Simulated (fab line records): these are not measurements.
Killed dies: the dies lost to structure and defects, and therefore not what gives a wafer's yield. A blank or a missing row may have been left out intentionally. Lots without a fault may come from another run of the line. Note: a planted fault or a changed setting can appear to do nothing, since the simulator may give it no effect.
fab line records	flow n5Finfet
[record] lots = 5	wafers = 14	lastDay = 19
route steps=1938 shown BEOL_M6@1241 PASSIVATION@1936
lots with no fault: from the same line, run without faults
startH: hours from the record's opening day to when the first of the lot's shown wafers began	waitH: hours since the lot's step before	" the same as in the row above	L1.1+2: one row covering several wafers at once	- either no value or no given start	* or withheld: withheld	< > ~ a bound
route shown NAME@n: names a module that has steps shown in the file, with the first one's number in the route	usual: the fault-free wafers' mean and standard deviation	same: alike in all rows	chamber/n: place in a boat	sites: readings site by site	_std_site: the values' standard deviation	_edge_site: mean of outer sites minus mean of inner sites	radiusMm: how far each site lies from the wafer's centre	mask NAME#n: copy n	behind: the tool/chamber that last shaped the wafer	hold: what put the lot on hold/how long, in hours/how the hold closed	device: which transistor (n, p or np) failed to switch	end of line: tests of these same wafers at the route's end	where a step has no rows: the recipe by itself	killed: dies that structure and defects cost at the first sort, which is not the same as the wafer's yield	map: dies across one wafer; x = killed, . = not, _ = none there
set.NAME: the setting as run; set.NAME@STEP: as run at that earlier step	model.NAME: the simulator's own value behind a step, which no gauge read
lots seen at some steps along the route; tables by step, rows by wafer
services: when a tool's chamber went out of use (startH, in hours from the record's first day, below 0 if earlier), for how many hours, and the reason
[[steps]]
[step N5_BEOL_M6_STRIP_80]
[recipe] chemistry = N2/H2	timeS = 10	powerW = 450	tempC = 40	pressureMtorr = 20	rfFrequencyHz = 6e+07	biasPowerW = 7	n2FlowSccm = 200	h2FlowSccm = 200
[usual] drypumpMotorCurrentA = 6.0/0.42	oesProductAu = 0.78/0.081	rfVppV = 59.2/0.89	showerheadPlenumPTorr = 2.54/0.075	tempC = 40.00/0.11	throttleValvePct = 23.59/0.26
lot.wafer	tool	chamber	startH	waitH	drypumpMotorCurrentA	oesProductAu	rfHoursCounterH	rfVppV	showerheadPlenumPTorr	tempC	throttleValvePct
L947.1	rieDiel-01	1	-	-	6.0	0.71	189	58.8	2.39	39.91	23.20
L947.2	"	0	"	"	6.4	0.76	160	60.0	2.63	39.79	23.85
L947.5	"	3	"	"	6.1	0.69	-	58.9	2.50	40.00	24.15
L952.2	rieDiel-06	0	-	-	5.7	0.78	149	59.9	2.63	39.84	23.26
L952.4	"	1	"	"	6.5	0.97	5	58.9	2.60	39.81	23.76
L952.5	"	0	"	"	5.7	0.77	-	60.2	2.63	39.87	23.28
L955.2	rieDiel-06	3	-	-	5.3	0.79	75	59.6	2.56	40.13	23.54
L955.4	"	2	"	"	5.4	0.71	232	58.8	2.51	40.05	23.51
L965.3	rieDiel-01	0	-	-	6.5	0.73	200	59.8	2.62	39.86	23.91
L965.4	"	1	"	"	6.0	0.68	-	58.1	2.38	39.84	23.24
L965.6	"	2	"	"	6.2	0.84	-	58.5	2.56	40.07	23.71
L964.1	rieDiel-06	0	-	-	5.8	0.75	186	59.1	2.61	39.99	23.33
L964.2	"	3	"	"	5.2	0.77	100	59.0	2.55	40.03	23.56
L964.6	"	1	"	"	6.5	0.88	-	58.7	2.59	39.94	23.79
[step N5_BEOL_M6_OCD_MEAS_38]
[usual] trenchDepthNm = 93.5/2.6
lot.wafer	tool	chamber	startH	waitH	trenchDepthNm
L947.1	ocd-01	-	234.19	-	92.3
L947.2	"	-	"	"	90.4
L947.5	"	-	"	"	97.0
L952.2	ocd-02	-	256.27	-	95.8
L952.4	"	-	"	"	97.3
L952.5	"	-	"	"	95.7
L955.2	ocd-02	-	285.90	-	91.4
L955.4	"	-	"	"	90.9
L965.3	ocd-01	-	338.17	-	89.2
L965.4	"	-	"	"	92.3
L965.6	"	-	"	"	94.5
L964.1	ocd-01	-	358.06	-	95.4
L964.2	"	-	"	"	91.3
L964.6	"	-	"	"	97.2
[step N5_BEOL_M6_HM_STRIP_39]
[recipe] chemistry = peroxideTinStrip	material = TiN	targetDepthA = 250	tempC = 50	timeS = 158
[step N5_BEOL_M6_SRD_40]
[recipe] timeS = 30	tempC = 23	rinseLiquid = diw	dry = ipaMarangoni
[step N5_BEOL_M6_PRECLEAN_42]
[recipe] chemistry = residueRemover	timeS = 60	tempC = 40
[step N5_BEOL_M6_SRD_43]
[recipe] timeS = 30	tempC = 23	rinseLiquid = diw	dry = ipaMarangoni
[step N5_BEOL_M6_CD_MEAS_35]
[recipe] targetCdNm = 40	targetCdYNm = 28	polarity = opening
[usual] cdNm = 39.5/0.78
lot.wafer	tool	chamber	startH	waitH	cdNm
L947.1	cdSem-02	-	234.34	0.0	38.3
L947.2	"	-	"	"	41.2
L947.5	"	-	"	"	40.5
L952.2	cdSem-02	-	256.43	0.0	39.6
L952.4	"	-	"	"	39.6
L952.5	"	-	"	"	38.7
L955.2	cdSem-03	-	286.13	0.0	38.5
L955.4	"	-	"	"	39.1
L965.3	cdSem-01	-	338.32	0.0	40.0
L965.4	"	-	"	"	39.7
L965.6	"	-	"	"	39.4
L964.1	cdSem-03	-	358.22	0.0	38.5
L964.2	"	-	"	"	39.9
L964.6	"	-	"	"	39.2
[step N5_BEOL_M6_CURE_75]
[recipe] tempC = 370	timeS = 120	ambient = DMADMS/He	material = SiCOH_lowk
[step N5_BEOL_M6_DEGAS_44]
[recipe] ambient = vacuum	tempC = 250	timeS = 60
[usual] heaterPowerW = 343/46
lot.wafer	tool	chamber	startH	waitH	heaterPowerW
L947.1	pvdSputter-01	-	234.93	0.5	342
L947.2	"	-	"	"	300
L947.5	"	-	"	"	440
L952.2	pvdSputter-01	-	256.86	0.3	305
L952.4	"	-	"	"	350
L952.5	"	-	"	"	456
L955.2	pvdSputter-02	-	286.67	0.3	361
L955.4	"	-	"	"	307
L965.3	pvdSputter-02	-	338.95	0.4	311
L965.4	"	-	"	"	360
L965.6	"	-	"	"	396
L964.1	pvdSputter-01	-	359.00	0.7	452
L964.2	"	-	"	"	357
L964.6	"	-	"	"	352
[step N5_BEOL_M6_PRE_CLEAN_45]
[recipe] gas = H2/He	timeS = 30	tempC = 250
[step N5_BEOL_M6_ALD_77]
[recipe] material = TaN	targetThkA = 20	tempC = 275	aldPrecursorFamily = PDMAT	aldCoReactant = NH3	pressureTorr = 3	carrierFlowSccm = 1500	pulseTimeS = 2	purgeTimeS = 3	coReactantPurgeTimeS = 2	coReactantPulseTimeS = 3	aldCycles = 40	precursorVesselTempC = 75	precursorVesselPressureTorr = 26.25	precursorVesselCarrierSccm = 1000
[usual] heaterPowerOuterW = 224/14	heaterPowerW = 411/36
lot.wafer	tool	chamber	startH	waitH	heaterPowerOuterW	heaterPowerW
L947.1	aldMetal-04	3	235.03	0.0	221	429
L947.2	"	1	"	"	236	444
L947.5	"	0	"	"	211	377
L952.2	aldMetal-03	3	256.96	0.0	189	333
L952.4	"	2	"	"	228	401
L952.5	"	1	"	"	220	422
L955.2	aldMetal-04	0	286.77	0.0	209	384
L955.4	"	2	"	"	238	480
L965.3	aldMetal-01	0	339.09	0.1	232	398
L965.4	"	3	"	"	219	414
L965.6	"	0	"	"	233	387
L964.1	aldMetal-03	0	359.33	0.3	224	382
L964.2	"	2	"	"	225	397
L964.6	"	1	"	"	206	393
[step N5_BEOL_M6_SURFACE_TREAT_79]
[recipe] gas = Ar	timeS = *	ionEnergyEv = *	ionCurrentMaCm2 = 0.5	pressureMtorr = *	arFlowSccm = 30
[usual] throttleValvePct = *
lot.wafer	tool	chamber	startH	waitH	throttleValvePct
L947.1	pvdSputter-01	-	235.31	0.2	*
L947.2	"	-	"	"	*
L947.5	"	-	"	"	*
L952.2	pvdSputter-03	-	257.62	0.5	*
L952.4	"	-	"	"	*
L952.5	"	-	"	"	*
L955.2	pvdSputter-02	-	287.07	0.2	*
L955.4	"	-	"	"	*
L965.3	pvdSputter-03	-	339.49	0.3	*
L965.4	"	-	"	"	*
L965.6	"	-	"	"	*
L964.1	pvdSputter-03	-	359.78	0.3	*
L964.2	"	-	"	"	*
L964.6	"	-	"	"	*
[step N5_BEOL_M6_CVD_78]
[recipe] material = Co	targetThkA = 20	tempC = withheld	precursor = CCTBA/H2	pressureTorr = 30	timeS = 142.3
[usual] runLengthS = 165.2/0.61
lot.wafer	tool	chamber	startH	waitH	runLengthS
L947.1	cvdCo-01	1	235.37	0.0	166.1
L947.2	"	2	"	"	164.9
L947.5	"	0	"	"	165.4
L952.2	cvdCo-02	0	257.91	0.3	164.4
L952.4	"	2	"	"	166.4
L952.5	"	1	"	"	164.4
L955.2	cvdCo-02	1	287.13	0.0	164.8
L955.4	"	2	"	"	169.2
L965.3	cvdCo-01	1	339.78	0.3	165.7
L965.4	"	2	"	"	164.9
L965.6	"	0	"	"	165.8
L964.1	cvdCo-01	2	360.07	0.3	165.2
L964.2	"	0	"	"	165.6
L964.6	"	1	"	"	165.5
[step N5_BEOL_M6_SPUTTER_48]
[recipe] material = Cu	targetThkA = 100	tempC = -20	biasV = 60	powerW = 26000	chamberPressurePa = 0.13	timeS = 1.667
[usual] throttleValvePct = 30.4/0.92
lot.wafer	tool	chamber	startH	waitH	throttleValvePct
L947.1	pvdSputter-01	-	235.49	0.1	30.1
L947.2	"	-	"	"	29.6
L947.5	"	-	"	"	29.3
L952.2	pvdSputter-03	-	258.10	0.1	30.7
L952.4	"	-	"	"	30.7
L952.5	"	-	"	"	30.8
L955.2	pvdSputter-02	-	287.29	0.1	29.6
L955.4	"	-	"	"	30.9
L965.3	pvdSputter-03	-	339.91	0.1	30.9
L965.4	"	-	"	"	30.8
L965.6	"	-	"	"	31.2
L964.1	pvdSputter-03	-	360.22	0.1	31.0
L964.2	"	-	"	"	30.6
L964.6	"	-	"	"	30.8
[step N5_PASSIVATION_PROBE_49]
[usual] defectLimitedYield = 91.5/1.7	killed_at_M0_to_M3 = 33/11	killed_at_M4_up = 13/5.2	killedAtContacts = 11/5.7	killedAtFrontEnd = 39/11	killedAtOther = 4/3	killedDies = 101/20	killedOpen = 66/15	killedShort = 33/8.4	sort_bin_5_function = 5.0/1.1	sort_bin_6_memory = 3.2/0.69	sort_bin_8_speed = 0.1/0.52	sortNPass = 1078/20	sortYieldPct = 91.4/1.7
[same] grossDies = 1180	killedAtBackSide = 0	sort_bin_4_leakage[%] = 0
lot.wafer	tool	chamber	startH	waitH	defectLimitedYield[%]	killed_at_M0_to_M3	killed_at_M4_up	killedAtContacts	killedAtFrontEnd	killedAtOther	killedDies	killedOpen	killedShort	sort_bin_5_function[%]	sort_bin_6_memory[%]	sort_bin_8_speed[%]	sortNPass	sortYieldPct[%]
L947.1	prober-01	-	319.97	0.0	90.8	30	20	18	37	3	108	74	31	5.7	3.0	0	1072	90.8
L947.2	prober-01	-	320.02	0.1	91.7	32	15	9	40	2	98	53	43	4.7	3.3	0	1082	91.7
L947.5	prober-01	-	320.17	0.2	92.3	32	14	11	32	2	91	59	31	4.2	3.1	0	1089	92.3
L952.2	prober-01	-	337.37	0.1	92.9	27	14	14	27	2	84	67	17	4.2	2.6	0	1096	92.9
L952.4	prober-01	-	337.47	0.2	92.5	30	16	7	34	2	89	56	29	5.1	2.3	0	1091	92.5
L952.5	prober-01	-	337.52	0.2	93.6	28	17	7	20	3	75	49	24	4.0	2.0	0	1105	93.6
L955.2	prober-02	-	371.51	0.1	91.6	39	4	5	51	0	99	62	36	5.1	2.9	0	1081	91.6
L955.4	prober-02	-	371.61	0.2	92.9	41	12	8	21	2	84	58	24	4.0	2.7	0	1096	92.9
L965.3	prober-02	-	419.49	0.1	87.8	62	29	7	44	2	144	105	38	8.4	3.6	0	1036	87.8
L965.4	prober-02	-	419.54	0.2	92.8	28	15	6	35	1	85	55	30	4.7	2.3	0	1095	92.8
L965.6	prober-02	-	419.64	0.3	90.6	33	13	17	44	4	111	71	38	5.9	3.3	0.8	1060	89.8
L964.1	prober-02	-	447.81	0.0	91.9	24	15	11	39	6	95	56	34	4.7	3.2	0	1085	91.9
L964.2	prober-02	-	447.86	0.1	92.6	30	15	13	27	2	87	52	32	4.1	3.2	0	1093	92.6
L964.6	prober-02	-	448.06	0.3	91.9	21	16	3	40	15	95	61	32	4.5	3.4	0	1085	91.9
// killed by level:class
L947.1 BEOL_M4:geometricParticle:open=15 MOL_CONTACT_COAG:geometricParticle:open=14 BEOL_M3:geometricParticle:open=9 FIN_SAQP:geometricParticle:open=7 BEOL_M0_SAQP:geometricParticle:short=6 ILD0:geometricParticle:open=5 GATE_CUT:geometricParticle:short=5 FIN_SAQP:geometricParticle:short=4
L947.2 GATE_CUT:geometricParticle:short=13 FIN_SAQP:geometricParticle:open=9 BEOL_M3:geometricParticle:open=9 MOL_CONTACT_COAG:geometricParticle:open=7 BEOL_M0_SAQP:geometricParticle:short=7 DUMMY_GATE:geometricParticle:short=4 BEOL_M0_SAQP:geometricParticle:open=4 BEOL_M1:geometricParticle:short=4
L947.5 GATE_CUT:geometricParticle:short=9 BEOL_M2:geometricParticle:open=9 MOL_CONTACT_COAG:geometricParticle:open=8 BEOL_M1:geometricParticle:open=7 BEOL_M4:geometricParticle:open=7 GATE_CUT:geometricParticle:open=5 BEOL_M3:geometricParticle:open=5 BEOL_M0_SAQP:geometricParticle:short=3
L952.2 MOL_CONTACT_COAG:geometricParticle:open=14 FIN_SAQP:geometricParticle:open=11 BEOL_M0_SAQP:geometricParticle:open=7 BEOL_M2:geometricParticle:open=7 BEOL_M1:geometricParticle:open=5 BEOL_M4:geometricParticle:open=5 STARTING-WAFER:geometricParticle:open=4 BEOL_M0_SAQP:geometricParticle:short=3
L952.4 BEOL_M2:geometricParticle:open=9 BEOL_M0_SAQP:geometricParticle:short=8 FIN_SAQP:geometricParticle:open=6 STI_FIN_REVEAL:geometricParticle:open=5 BEOL_M0_SAQP:geometricParticle:open=5 MOL_CONTACT_COAG:geometricParticle:open=5 GATE_CUT:geometricParticle:short=4 GATE_CUT:geometricParticle:open=4
L952.5 BEOL_M0_SAQP:geometricParticle:open=6 BEOL_M2:geometricParticle:open=6 BEOL_M4:geometricParticle:open=6 BEOL_M3:geometricParticle:open=5 STI_FIN_REVEAL:geometricParticle:open=4 MOL_CONTACT_COAG:geometricParticle:open=4 BEOL_M0_SAQP:geometricParticle:short=4 MOL_CONTACT_COAG:geometricParticle:short=3
L955.2 FIN_SAQP:geometricParticle:short=13 BEOL_M2:geometricParticle:open=13 BEOL_M3:geometricParticle:open=9 STI_FIN_REVEAL:geometricParticle:open=8 FIN_SAQP:geometricParticle:open=7 DUMMY_GATE:geometricParticle:open=5 MOL_CONTACT_COAG:geometricParticle:open=5 BEOL_M0_SAQP:geometricParticle:short=5
L955.4 BEOL_M3:geometricParticle:open=13 GATE_CUT:geometricParticle:short=7 MOL_CONTACT_COAG:geometricParticle:open=7 BEOL_M1:geometricParticle:open=7 STI_FIN_REVEAL:geometricParticle:open=6 BEOL_M0_SAQP:geometricParticle:short=6 BEOL_M4:geometricParticle:open=6 BEOL_M0_SAQP:geometricParticle:open=5
L965.3 BEOL_M2:geometricParticle:open=17 BEOL_M1:geometricParticle:open=13 BEOL_M4:geometricParticle:open=12 FIN_SAQP:geometricParticle:short=9 BEOL_M0_SAQP:geometricParticle:short=9 BEOL_M3:geometricParticle:open=9 STI_FIN_REVEAL:geometricParticle:open=8 MOL_CONTACT_COAG:geometricParticle:open=7
L965.4 FIN_SAQP:geometricParticle:short=9 BEOL_M0_SAQP:geometricParticle:open=8 FIN_SAQP:geometricParticle:open=7 STI_FIN_REVEAL:geometricParticle:open=6 BEOL_M0_SAQP:geometricParticle:short=6 BEOL_M2:geometricParticle:open=6 MOL_CONTACT_COAG:geometricParticle:open=5 BEOL_M1:geometricParticle:open=5
L965.6 FIN_SAQP:geometricParticle:open=13 MOL_CONTACT_COAG:geometricParticle:open=10 BEOL_M2:geometricParticle:open=8 STI_FIN_REVEAL:geometricParticle:open=7 BEOL_M1:geometricParticle:open=7 FIN_SAQP:geometricParticle:short=6 BEOL_M5:geometricParticle:open=6 DUMMY_GATE:geometricParticle:open=5
L964.1 FIN_SAQP:geometricParticle:open=10 MOL_CONTACT_COAG:geometricParticle:open=10 FIN_SAQP:geometricParticle:short=9 STI_FIN_REVEAL:geometricParticle:open=7 BEOL_M3:geometricParticle:short=5 BEOL_M4:geometricParticle:open=5 BEOL_M2:geometricParticle:open=4 BEOL_M3:geometricParticle:open=4
L964.2 MOL_CONTACT_COAG:geometricParticle:open=10 FIN_SAQP:geometricParticle:open=6 STI_FIN_REVEAL:geometricParticle:open=6 BEOL_M0:geometricParticle:short=6 BEOL_M1:geometricParticle:short=6 BEOL_M3:geometricParticle:open=6 BEOL_M0:geometricParticle:open=5 BEOL_M4:geometricParticle:open=5
L964.6 FIN_SAQP:geometricParticle:open=11 STI_FIN_REVEAL:geometricParticle:open=8 GATE_CUT:geometricParticle:short=6 BEOL_M3:geometricParticle:open=6 BEOL_M4:geometricParticle:open=5 FIN_SAQP:geometricParticle:short=4 BEOL_M2:geometricParticle:open=4 PASS1_CAP:geometricParticle:open=4
[[services]]
tool	chamber	startH	hours	kind
rieDiel-06	1	220.53	-	clean
rieDiel-06	1	220.53	-	consumableReplace:focusRing
rieDiel-06	1	220.53	20.2	scheduledDown
rieDiel-06	1	220.53	20.2	ventCycle
aldMetal-03	-	221.99	3.6	repair
aldMetal-01	-	245.27	1.1	repair
aldMetal-03	-	246.47	1.1	repair
cvdCo-02	1	261.07	15.9	repair
cvdCo-01	-	265.49	1.7	repair
aldMetal-03	0	285.63	2.0	repair
cvdCo-02	2	291.02	36.6	repair
rieDiel-06	3	307.81	6.7	repair
aldMetal-01	2	325.11	29.9	repair
rieDiel-01	3	330.01	15.9	repair
aldMetal-03	-	337.43	14.0	pm
rieDiel-06	2	338.04	-	clean
aldMetal-04	-	338.55	1.0	repair
aldMetal-01	-	339.55	6.0	pm
cvdCo-02	-	341.38	2.8	pm
rieDiel-01	0	343.02	22.2	repair
aldMetal-01	-	350.12	1.0	repair
pvdSputter-01	-	354.49	2.5	repair
rieDiel-06	2	359.48	33.0	repair
aldMetal-04	1	359.88	18.0	repair
[[key]]
[firstSign] step = N5_BEOL_M6_CVD_78	reading = runLengthS	direction = up	sigmas = 6.5	usual = *	struck = *
effect none on later readings
metAt N5_BEOL_M6_CVD_78
struckWafers L955.4
onsetBetween 257.91 287.13
[fault] kind = processParameterDrift	tool = cvdCo-02	chamber = -	onsetH = 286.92	steps = N5_BEOL_M6_CVD_78	channel = timeS	offset = *	shape = step	endH = 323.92	scope = struckWafersOnly	actsIn = *	stated = *
